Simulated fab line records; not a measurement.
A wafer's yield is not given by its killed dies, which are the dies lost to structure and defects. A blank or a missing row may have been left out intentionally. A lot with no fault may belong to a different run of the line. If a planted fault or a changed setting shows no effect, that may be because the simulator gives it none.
fab line records -- flow nandHarc
record lots=12, wafers=36, lastDay=33
route steps=1302 shown P_BONDPAD@351 A_ONON_D1@436 A_CHANNEL_HOLE_D1@465 END@1302
lots that met no fault: from a run of the same line without faults
startH: hours from the record's opening day to when the first of the lot's shown wafers began -- waitH: hours from the lot's prior step to this one -- " identical to the entry in the row above -- L1.1+2: a row that stands for several wafers -- - no value, or no start given -- * or withheld: withheld -- < > ~ a bound
route shown NAME@n: a module of which the file shows steps, and the number in the route of the first -- usual: mean/standard deviation taken from wafers without a fault -- same: alike in all rows -- chamber/n: place in a boat -- sites: per-site readings -- _std_site: how widely they spread, as a standard deviation -- _edge_site: inner sites' mean taken away from outer sites' mean -- radiusMm: how far each site lies from the wafer's centre -- mask NAME#n: copy n -- behind: tool/chamber where the wafer was last shaped -- hold: what put the lot on hold/how long, in hours/how the hold closed -- device: whichever transistor did not switch (one of n, p or np) -- end of line: the tests these same wafers got at the end of their route -- step lacking rows: just its recipe -- killed: dies lost to structure and defects at the first sort, not the wafer's yield -- map: shows each die of a wafer: x if killed, . if not, _ if none is there
set.NAME: the setting as run; set.NAME@STEP: as run at that earlier step -- model.NAME: the simulator's own value behind a step, which no gauge read
route steps across a sampled set of lots; one table per step, one row per wafer
services: when a tool's chamber went out of use (startH, in hours from the record's first day, below 0 if earlier), for how many hours, and the reason
## steps
# step NHARC_P_BONDPAD_DEP_00
# recipe targetThkA=2500, tempC=370, targetThkNm=250, pressureTorr=3, flowSccm=200, rfW=450, material=SiCN
# usual chamberPressureTorr=3.000/0.0073, heaterPowerW=605/100, rfFwdPowerW=449.4/1.3
lot.wafer,tool,chamber,startH,waitH,chamberPressureTorr,heaterPowerW,rfFwdPowerW
L958.1,pecvd-02,0,-,-,3.000,863,451.6
L958.2,pecvd-02,2,-,-,3.003,645,450.0
L958.6,pecvd-02,2,-,-,3.011,509,450.7
L960.3,pecvd-03,0,150.98,-,3.002,614,449.0
L960.2,pecvd-03,2,150.98,-,2.994,544,448.5
L960.4,pecvd-03,1,150.98,-,3.012,570,449.1
L961.1,pecvd-03,2,161.56,-,2.994,528,450.5
L961.5,pecvd-03,2,161.56,-,2.991,539,449.3
L961.6,pecvd-03,0,161.56,-,3.018,570,448.9
L964.1,pecvd-02,1,-,-,2.991,537,448.8
L964.6,pecvd-02,0,-,-,3.006,810,450.2
L964.4,pecvd-02,2,-,-,3.005,613,450.7
L966.1,pecvd-03,1,218.17,-,3.012,555,448.1
L966.2,pecvd-03,0,218.17,-,2.994,542,450.0
L966.4,pecvd-03,0,218.17,-,3.003,550,450.8
L967.1,pecvd-02,2,218.29,-,3.005,605,449.7
L967.6,pecvd-02,1,218.29,-,2.982,579,449.5
L967.5,pecvd-02,0,218.29,-,3.001,829,447.3
L969.2,pecvd-03,2,250.34,-,2.995,576,448.9
L969.5,pecvd-03,1,250.34,-,3.005,587,448.0
L969.4,pecvd-03,0,250.34,-,2.992,645,450.7
L973.3,pecvd-01,2,277.89,-,3.005,526,449.0
L973.6,pecvd-01,0,277.89,-,3.008,553,450.9
L973.5,pecvd-01,1,277.89,-,2.983,594,449.7
L972.1,pecvd-02,2,279.15,-,2.989,567,449.2
L972.3,pecvd-02,1,279.15,-,2.990,492,450.3
L972.4,pecvd-02,1,279.15,-,2.996,531,450.7
L974.1,pecvd-03,2,302.36,-,3.005,594,450.9
L974.3,pecvd-03,2,302.36,-,3.009,608,447.9
L974.5,pecvd-03,1,302.36,-,2.995,503,449.2
L979.1,pecvd-02,1,340.33,-,2.998,569,450.8
L979.2,pecvd-02,2,340.33,-,2.994,590,447.9
L979.5,pecvd-02,2,340.33,-,3.007,602,448.9
L981.2,pecvd-03,2,365.32,-,2.996,558,448.6
L981.1,pecvd-03,0,365.32,-,3.014,632,449.0
L981.4,pecvd-03,1,365.32,-,2.997,546,446.6
# step NHARC_A_ONON_D1_DEP_16
# recipe targetThkA=10000, n2FlowSccm=2750, n2oFlowSccm=2000, nh3FlowSccm=500, sih4FlowSccm=210, tempC=400
lot.wafer,tool,chamber,startH,waitH
L958.1+2+6,pecvdOnon-01,0,175.14,0.1
L960.2+3+4,pecvdOnon-03,0,190.34,0.1
L961.1+5+6,pecvdOnon-01,0,200.58,0.1
L964.1+4+6,pecvdOnon-02,0,232.37,0.1
L966.1+2+4,pecvdOnon-01,0,255.62,0.1
L967.1+5+6,pecvdOnon-02,0,255.64,0.1
L969.2+4+5,pecvdOnon-01,0,289.02,0.1
L972.1+3+4,pecvdOnon-02,0,317.59,0.1
L973.3+5+6,pecvdOnon-01,0,317.70,0.2
L974.1+3+5,pecvdOnon-01,0,340.19,0.1
L979.1+2+5,pecvdOnon-03,0,379.61,0.1
L981.1+2+4,pecvdOnon-02,0,408.19,0.1
# step NHARC_A_ONON_D1_THK_MEAS_18
# recipe thkMeasGauge=ellipsometry
# usual thkNm=997/11
lot.wafer,tool,chamber,startH,waitH,thkNm
L958.1,filmMetro-02,-,175.66,-,988
L958.2,filmMetro-02,-,175.66,-,989
L958.6,filmMetro-02,-,175.66,-,990
L960.2,filmMetro-02,-,190.79,-,991
L960.3,filmMetro-02,-,190.79,-,993
L960.4,filmMetro-02,-,190.79,-,991
L961.1,filmMetro-01,-,201.09,-,977
L961.5,filmMetro-01,-,201.09,-,976
L961.6,filmMetro-01,-,201.09,-,976
L964.1,filmMetro-02,-,232.89,-,998
L964.4,filmMetro-02,-,232.89,-,997
L964.6,filmMetro-02,-,232.89,-,996
L966.1,filmMetro-02,-,256.12,-,1003
L966.2,filmMetro-02,-,256.12,-,1005
L966.4,filmMetro-02,-,256.12,-,1004
L967.1,filmMetro-01,-,256.16,-,996
L967.5,filmMetro-01,-,256.16,-,996
L967.6,filmMetro-01,-,256.16,-,998
L969.2,filmMetro-02,-,289.48,-,1006
L969.4,filmMetro-02,-,289.48,-,1008
L969.5,filmMetro-02,-,289.48,-,1007
L973.3,filmMetro-01,-,318.09,-,1595
L973.5,filmMetro-01,-,318.09,-,1596
L973.6,filmMetro-01,-,318.09,-,1595
L972.1,filmMetro-02,-,318.09,-,994
L972.3,filmMetro-02,-,318.09,-,994
L972.4,filmMetro-02,-,318.09,-,994
L974.1,filmMetro-02,-,340.70,-,1570
L974.3,filmMetro-02,-,340.70,-,1571
L974.5,filmMetro-02,-,340.70,-,1571
L979.1,filmMetro-01,-,380.12,-,983
L979.2,filmMetro-01,-,380.12,-,984
L979.5,filmMetro-01,-,380.12,-,985
L981.1,filmMetro-02,-,408.69,-,994
L981.2,filmMetro-02,-,408.69,-,996
L981.4,filmMetro-02,-,408.69,-,995
# step NHARC_A_CHANNEL_HOLE_D1_DESCUM_15
# recipe timeS=3, o2FlowSccm=200, arFlowSccm=0, biasPowerW=0, chemistry=O2
# usual drypumpMotorCurrentA=5.7/0.5, oesProductAu=0.997/0.0064, rfVppV=57.8/0.92, showerheadPlenumPTorr=1.90/0.062, throttleValvePct=11.312/0.0093
lot.wafer,tool,chamber,startH,waitH,drypumpMotorCurrentA,oesProductAu,rfHoursCounterH,rfVppV,showerheadPlenumPTorr,throttleValvePct
L958.2,rieDiel-12,1,181.57,0.1,5.2,0.997,6,57.9,1.89,11.312
L958.1,rieDiel-12,0,181.57,0.1,6.4,0.992,6,58.0,1.99,11.312
L958.6,rieDiel-12,1,181.57,0.1,5.2,0.997,-,57.6,1.89,11.314
L960.3,rieDiel-12,0,202.76,0.1,6.5,0.998,7,56.4,1.99,11.306
L960.2,rieDiel-12,1,202.76,0.1,5.1,0.995,7,58.4,1.89,11.309
L960.4,rieDiel-12,2,202.76,0.1,5.7,0.992,7,57.0,1.87,11.334
L961.1,rieDiel-12,3,208.06,0.1,6.1,0.988,7,57.8,1.86,11.312
L961.6,rieDiel-12,1,208.06,0.1,5.1,1.002,-,57.3,1.89,11.316
L961.5,rieDiel-12,2,208.06,0.1,5.7,1.004,-,56.5,1.87,11.297
L964.1,rieDiel-12,2,239.85,0.1,5.7,0.997,11,57.0,1.87,11.330
L964.4,rieDiel-12,0,239.85,0.1,6.5,0.999,9,59.7,1.99,11.307
L964.6,rieDiel-12,1,239.85,0.1,5.2,0.989,-,56.8,1.89,11.297
L966.1,rieDiel-12,0,265.49,0.1,6.5,0.989,12,58.4,1.99,11.305
L966.4,rieDiel-12,1,265.49,0.1,5.1,1.007,13,58.3,1.89,11.309
L966.2,rieDiel-12,2,265.49,0.1,5.7,0.993,13,57.9,1.87,11.308
L967.1,rieDiel-12,3,267.24,0.1,6.1,0.994,11,57.1,1.86,11.321
L967.6,rieDiel-12,3,267.24,0.1,6.1,0.994,-,58.5,1.86,11.310
L967.5,rieDiel-12,0,267.24,0.1,6.5,1.005,-,58.7,1.99,11.302
L969.4,rieDiel-05,0,296.62,0.1,5.3,1.002,22,58.2,1.96,11.316
L969.2,rieDiel-05,2,296.62,0.1,4.8,1.002,25,59.7,2.03,11.311
L969.5,rieDiel-05,0,296.62,0.1,5.3,1.001,-,58.8,1.96,11.318
L972.1,rieDiel-05,2,324.19,0.1,4.8,1.004,30,58.4,2.03,11.318
L972.3,rieDiel-05,3,324.19,0.1,5.3,1.009,30,58.3,1.85,11.318
L972.4,rieDiel-05,1,324.19,0.1,6.1,0.989,30,56.8,1.81,11.312
L979.1,rieDiel-12,3,385.82,0.1,6.1,0.996,9,57.3,1.85,11.307
L979.2,rieDiel-12,0,385.82,0.1,6.4,0.995,9,57.4,1.98,11.311
L979.5,rieDiel-12,2,385.82,0.1,5.7,0.984,-,58.0,1.87,11.324
L981.2,rieDiel-12,0,417.81,0.1,6.5,0.999,12,58.3,1.98,11.309
L981.4,rieDiel-12,1,417.81,0.1,5.1,0.987,11,57.4,1.89,11.303
L981.1,rieDiel-12,2,417.81,0.1,5.7,1.000,12,58.1,1.86,11.311
# step NHARC_A_CHANNEL_HOLE_D1_ETCH_16
# recipe targetDepthA=31000, overEtchFrac=0.3, timeS=806, ionEnergyEv=150, o2FlowSccm=400, cosFlowSccm=20, arFlowSccm=0, rfW=500, biasW=300, chemistry=O2/COS
# usual drypumpMotorCurrentA=5.8/0.5, oesProductAu=0.996/0.0076, rfFwdPowerW=499.8/1.4, rfVppV=314.0/1.7, showerheadPlenumPTorr=3.12/0.098, throttleValvePct=28.330/0.009
lot.wafer,tool,chamber,startH,waitH,drypumpMotorCurrentA,oesProductAu,rfFwdPowerW,rfHoursCounterH,rfVppV,showerheadPlenumPTorr,throttleValvePct
L958.1,rieDiel-12,3,-,-,6.1,0.990,500.2,5,312.7,3.04,28.331
L958.2,rieDiel-12,2,-,-,5.7,0.997,501.3,6,313.5,3.06,28.341
L958.6,rieDiel-12,0,-,-,6.5,0.985,498.5,-,315.2,3.24,28.330
L960.2,rieDiel-12,2,-,-,5.7,0.995,500.7,8,313.2,3.06,28.322
L960.3,rieDiel-12,3,-,-,6.0,0.994,501.1,7,312.9,3.04,28.341
L960.4,rieDiel-12,0,-,-,6.5,0.988,500.4,8,315.3,3.24,28.342
L961.1,rieDiel-12,2,-,-,5.7,0.990,500.1,8,312.5,3.06,28.335
L961.6,rieDiel-12,1,-,-,5.2,1.000,501.1,-,313.7,3.09,28.329
L961.5,rieDiel-12,2,-,-,5.7,0.985,500.9,-,313.9,3.06,28.321
L964.1,rieDiel-12,0,-,-,6.5,0.996,502.0,10,316.1,3.24,28.334
L964.4,rieDiel-12,2,-,-,5.7,1.006,498.2,-,312.1,3.05,28.329
L964.6,rieDiel-12,1,-,-,5.2,0.996,500.7,-,313.8,3.09,28.333
L966.1,rieDiel-12,3,-,-,6.1,0.986,496.1,11,313.8,3.03,28.321
L966.4,rieDiel-12,0,-,-,6.5,0.988,499.8,12,317.0,3.23,28.336
L966.2,rieDiel-12,1,-,-,5.2,1.002,498.2,14,313.4,3.09,28.339
L967.1,rieDiel-12,2,-,-,5.7,1.001,498.6,14,312.5,3.05,28.320
L967.6,rieDiel-12,0,-,-,6.5,0.983,499.6,-,315.9,3.23,28.328
L967.5,rieDiel-12,1,-,-,5.2,0.997,501.1,-,314.2,3.09,28.332
L969.4,rieDiel-05,1,-,-,6.1,1.000,499.1,24,311.8,2.97,28.329
L969.2,rieDiel-05,2,-,-,4.9,0.999,498.0,25,315.6,3.31,28.327
L969.5,rieDiel-05,0,-,-,5.3,1.001,500.9,-,316.3,3.19,28.334
L972.4,rieDiel-05,1,-,-,6.1,1.005,501.9,30,312.7,2.96,28.328
L972.1,rieDiel-05,2,-,-,4.9,0.991,500.2,31,317.1,3.30,28.339
L972.3,rieDiel-05,3,-,-,5.3,1.004,497.4,31,313.2,3.03,28.317
L979.2,rieDiel-12,2,-,-,5.7,0.995,501.2,10,312.4,3.05,28.348
L979.1,rieDiel-12,1,-,-,5.1,0.990,501.5,9,313.4,3.08,28.345
L979.5,rieDiel-12,3,-,-,6.1,0.998,499.5,-,313.9,3.03,28.340
L981.2,rieDiel-12,0,-,-,6.5,0.989,501.6,13,315.0,3.23,28.332
L981.1,rieDiel-12,1,-,-,5.1,0.989,500.9,11,313.8,3.08,28.324
L981.4,rieDiel-12,2,-,-,5.8,1.006,499.0,12,314.2,3.05,28.332
# step NHARC_END_SORT_01
# recipe tempC=25
# usual killedAtArray=46/15, killedAtOther=0.8/1.1, killedAtPeriphery=4.0/2.9, killedDies=50/15, killedOpen=3.2/1.8, killedShort=2.3/1.6
# same grossDies=677
lot.wafer,tool,chamber,startH,waitH,killedAtArray,killedAtOther,killedAtPeriphery,killedDies,killedOpen,killedShort
L973.3,prober-02,0,707.89,3.1,675,0,2,677,5,5
L973.5,prober-02,0,709.48,3.7,676,1,0,677,3,0
L973.6,prober-02,0,710.28,4.0,672,1,4,677,3,2
L974.1,prober-01,0,741.19,2.5,674,0,3,677,3,4
L974.3,prober-01,0,742.81,3.1,676,0,1,677,1,3
L974.5,prober-01,0,744.42,3.7,672,1,4,677,2,2
# killed by level:class
L973.3 A_ONON_D1:areaDep=639 A_SLIT:chamberFilmFlake=15 A_CHANNEL_HOLE_D2:chamberFilmFlake=6 A_CONTACT:chamberFilmFlake=3 A_M1:geometricParticle:short=2 A_CHANNEL_HOLE_D1:chamberFilmFlake=2 A_STAIRCASE:chamberFilmFlake=2 P_GATE:geometricParticle:open=1
L973.5 A_ONON_D1:areaDep=621 A_SLIT:chamberFilmFlake=25 A_CHANNEL_HOLE_D2:chamberFilmFlake=14 A_CONTACT:chamberFilmFlake=9 A_CHANNEL_HOLE_D1:chamberFilmFlake=4 A_WL_FILL:geometricParticle:open=1 A_BLC:geometricParticle:open=1 A_M1:geometricParticle:open=1
L973.6 A_ONON_D1:areaDep=613 A_SLIT:chamberFilmFlake=26 A_CHANNEL_HOLE_D2:chamberFilmFlake=12 A_CHANNEL_HOLE_D1:chamberFilmFlake=8 A_CONTACT:chamberFilmFlake=7 P_GATE:geometricParticle:open=1 P_M1:geometricParticle:short=1 A_CHANNEL_FILL_D2:geometricParticle:short=1
L974.1 A_ONON_D1:areaDep=615 A_CHANNEL_HOLE_D1:chamberFilmFlake=22 A_CHANNEL_HOLE_D2:chamberFilmFlake=18 A_STAIRCASE:chamberFilmFlake=4 A_CONTACT:chamberFilmFlake=3 P_GATE:chamberFilmFlake=2 A_CHANNEL_FILL_D2:chamberFilmFlake=2 A_WL_FILL:chamberFilmFlake=2
L974.3 A_ONON_D1:areaDep=616 A_CHANNEL_HOLE_D1:chamberFilmFlake=25 A_CHANNEL_HOLE_D2:chamberFilmFlake=17 A_CONTACT:chamberFilmFlake=5 A_SLIT:chamberFilmFlake=3 A_STAIRCASE:chamberFilmFlake=3 A_CHANNEL_FILL_D2:chamberFilmFlake=2 A_CHANNEL_HOLE_D2:geometricParticle:short=1
L974.5 A_ONON_D1:areaDep=609 A_CHANNEL_HOLE_D1:chamberFilmFlake=26 A_CHANNEL_HOLE_D2:chamberFilmFlake=18 A_CONTACT:chamberFilmFlake=6 A_STAIRCASE:chamberFilmFlake=4 A_CHANNEL_FILL_D2:chamberFilmFlake=4 P_M0:chamberFilmFlake=3 A_CHANNEL_FILL_D2:geometricParticle:short=1
## services
tool,chamber,startH,hours,kind
rieDiel-05,-,130.43,1.3,repair
rieDiel-12,3,161.16,6.3,repair
pecvd-03,-,185.00,13.0,pm
pecvdOnon-02,-,185.00,13.0,pm
rieDiel-12,0,221.18,11.2,repair
pecvd-02,-,227.00,13.0,pm
pecvdOnon-03,-,227.04,13.0,pm
rieDiel-05,-,229.62,9.0,pm
rieDiel-12,3,240.37,8.1,repair
pecvdOnon-02,-,243.80,2.7,repair
rieDiel-05,3,247.37,4.5,repair
pecvd-02,-,261.93,0.3,repair
rieDiel-12,-,268.40,9.0,pm
pecvdOnon-01,-,269.07,13.0,pm
pecvd-03,0,295.15,8.5,repair
rieDiel-12,3,337.64,1.8,repair
pecvd-03,1,342.83,18.6,repair
pecvd-03,-,366.00,13.0,pm
pecvdOnon-02,-,366.00,13.0,pm
rieDiel-12,1,393.93,9.4,repair
pecvd-02,1,397.15,6.8,repair
pecvd-03,2,403.33,11.8,repair
rieDiel-05,-,406.83,9.0,pm
pecvd-02,-,408.00,13.0,pm
## key
firstSign step=NHARC_A_ONON_D1_THK_MEAS_18, reading=thkNm, direction=up, sigmas=56, usual=997, struck=1583
effect step=NHARC_END_SORT_01, reading=killedAtArray, direction=up, sigmas=42, usual=46, struck=674
moreKillsBornAt NHARC_A_ONON_D1_DEP_16@pecvdOnon-01=3713
metAt NHARC_A_ONON_D1_DEP_16
struckLots L973,L974
laterRowsLeftOut L973.3,L973.5,L973.6,L974.1,L974.3,L974.5
testerLeftOut L973,L974
notActingAt NHARC_P_BONDPAD_DEP_00,NHARC_A_CHANNEL_HOLE_D1_DESCUM_15,NHARC_A_CHANNEL_HOLE_D1_ETCH_16
onsetBetween 289.02 317.70
fault kind=processParameterDrift, tool=pecvdOnon-01, chamber=-, onsetH=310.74, steps=NHARC_A_ONON_D1_DEP_16, channel=targetThkA, offset=*, shape=step, endH=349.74, actsIn=*, stated=*
# testerLeftOut: of these lots the tester's yield and bins aren't shown, on N5 and GAA mostly nor the transistor test; their killed dies are dies lost to structure and defects alone, not to doping, threshold or leakage, so they don't give the yield
# laterRowsLeftOut: the simulator's readings of these wafers behind a module that went badly wrong aren't trusted and aren't shown, but for the sort
